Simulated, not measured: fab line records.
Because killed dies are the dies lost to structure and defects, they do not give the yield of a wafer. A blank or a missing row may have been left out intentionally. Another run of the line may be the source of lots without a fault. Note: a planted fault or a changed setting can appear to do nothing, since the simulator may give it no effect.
A struck lot beside a sound one | flow n5Finfet | 25 steps out of a route of 1938
Sound: wafers L832.3, L832.5, L832.6. Wafers L838.2, L838.3, L838.6 were the ones struck. The cause comes at the end.
At each step with rows: each side's tool, then ch and its chambers, then its first start. Under that, the readings that differ: sound wafers | struck wafers | difference of the means | sigmas: that difference in standard deviations of wafers without a fault.
alike: readings with means less than 2 such deviations apart, plus words and numbers identical on both sides. not compared: withheld readings, readings lacking a value on some wafer, bounds such as >300 that could conceal the same value, and numbers that have no deviation in the record and whose values overlap.
The two part at a step that has a row with sigmas, a row that says differs or no value, or rows on one side only. Numbers that don't overlap but have no deviation are shown without sigmas and don't part them. Lack of a reading on every wafer of one side parts them only where that side has two or more wafers.

first, 4 steps without rows for these wafers: N5_ZERO_LAYER_EXPOSE_08 (exposes mask ZERO, defocus 0 nm, target cd 2000 nm); N5_ZERO_LAYER_PEB_09; N5_ZERO_LAYER_DEVELOP_10 (develop time 60 s); N5_ZERO_LAYER_HARDBAKE_23 (time 120 s).
N5_ZERO_LAYER_CD_MEAS_11: target cd 2000 nm.
  sound on cdSem-03 ch 0, day 2 18:44; struck on cdSem-02 ch 0, day 4 06:46
  alike: cdNm
N5_ZERO_LAYER_DESCUM_16: chemistry O2, time 7.9 s.
  sound on rieDiel-05 ch 2,3, day 2 18:59; struck on rieDiel-06 ch 0,1, day 4 06:55
  alike: drypumpMotorCurrentA, oesProductAu, rfVppV, showerheadPlenumPTorr, throttleValvePct
  not compared: rfHoursCounterH
N5_ZERO_LAYER_ETCH_17: etches SiO2 in CF4, target depth 12 nm, time 13.3 s.
  sound on rieDiel-05 ch 2,3, day 2 19:01; struck on rieDiel-06 ch 0,1, day 4 06:58
  alike: drypumpMotorCurrentA, oesProductAu, rfVppV, showerheadPlenumPTorr, throttleValvePct
  not compared: rfHoursCounterH
N5_ZERO_LAYER_ETCH_18: etches Si in HBr/Cl2, target depth 120 nm, time 40 s.
  sound on rieSi-05 ch 2,3, day 2 19:05; struck on rieSi-05 ch 2,3, day 4 07:02
  alike: HBr_flow_sccm, drypumpMotorCurrentA, oesProductAu, throttleValvePct
  not compared: rfHoursCounterH
N5_ZERO_LAYER_STRIP_24: strips in O2.
  sound on plasmaAsher-01 ch 0,1, day 2 19:13; struck on plasmaAsher-02 ch 0,1, day 4 07:08
  alike: drypumpMotorCurrentA, heaterPowerW, oesProductAu, stripTimeToEndpointS
  not compared: rfHoursCounterH
then, 1 step without rows for these wafers: N5_ZERO_LAYER_STRIP_19 (strips in SPM, time 900 s).
N5_ZERO_LAYER_INSPECT_20: inspects for defects (darkfield).
  sound on defectInspect-01 at day 2 19:33; struck on defectInspect-01 at day 4 07:31
  alike: rawDefectCount
then, 1 step without rows for these wafers: N5_WELL_APT_HMDS_01 (time 60 s).
N5_WELL_APT_COAT_02: resist thk 950 nm.
  sound on lithoTrack-02 ch 0, day 2 19:35; struck on lithoTrack-02 ch 0, day 4 07:32
reading                                   | sound                | struck               | difference | sigmas
spinSpeedRpm (rpm)                        | 1356.9 1356.8 1358.8 | 1114.7 1113.5 1114.4 | -243.3     | -99 or more
model.coat_of_WELL_APT_COAT_02.thkNm (nm) | 951.5 951.8 952      | 1047 1047 1045       | +95        | 
then, 6 steps without rows for these wafers: N5_WELL_APT_EBR_04; N5_WELL_APT_SOFTBAKE_03 (time 60 s); N5_WELL_APT_EXPOSE_05 (exposes mask NWELL, defocus 0 nm, target cd 200 nm); N5_WELL_APT_PEB_06 (peb time 90 s); N5_WELL_APT_DEVELOP_07 (develop time 45 s); N5_WELL_APT_HARDBAKE_12 (time 120 s).
N5_WELL_APT_CD_MEAS_08: target cd 200 nm.
  sound on cdSem-01 ch 0, day 2 19:59; struck on cdSem-02 ch 0, day 4 07:56
reading   | sound             | struck            | difference | sigmas
cdNm (nm) | 200.8 203.6 202.1 | 195.7 194.1 196.9 | -6.6       | -4
N5_WELL_APT_OVL_MEAS_09:
  sound on overlay-01 ch 0, day 2 20:01; struck on overlay-01 ch 0, day 4 07:58
  alike: NWELL_OVL
N5_WELL_APT_INSPECT_10: inspects for defects (macro).
  sound on defectInspect-01 at day 2 20:02; struck on defectInspect-02 at day 4 07:59
  alike: rawDefectCount
N5_WELL_APT_DESCUM_13: chemistry O2, time 7.9 s.
  sound on rieDiel-01 ch 0,3, day 2 20:04; struck on rieDiel-01 ch 0,2, day 4 08:24
reading                                   | sound             | struck          | difference | sigmas
model.coat_of_WELL_APT_COAT_02.thkNm (nm) | 933.4 933.8 933.8 | 1029 1029 1027  | +95        | 
model.WELL_APT.cdNm (nm)                  | 200.4 203.6 202.1 | 195.5 194 196.8 | -6.6       | 
  alike: drypumpMotorCurrentA, oesProductAu, rfVppV, showerheadPlenumPTorr, throttleValvePct
  not compared: rfHoursCounterH
then, 2 steps without rows for these wafers: N5_WELL_APT_IMPLANT_14; N5_PASSIVATION_PROBE_49.

WHERE THEY PART
Last at N5_WELL_APT_CD_MEAS_08 as far as this record goes, first at N5_WELL_APT_COAT_02. Later steps at which nothing parts them and some readings are alike: N5_WELL_APT_OVL_MEAS_09, N5_WELL_APT_INSPECT_10, N5_WELL_APT_DESCUM_13.

WHY: the cause the simulator had injected
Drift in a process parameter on lithoTrack-02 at N5_WELL_APT_COAT_02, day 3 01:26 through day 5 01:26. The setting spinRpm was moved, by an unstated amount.
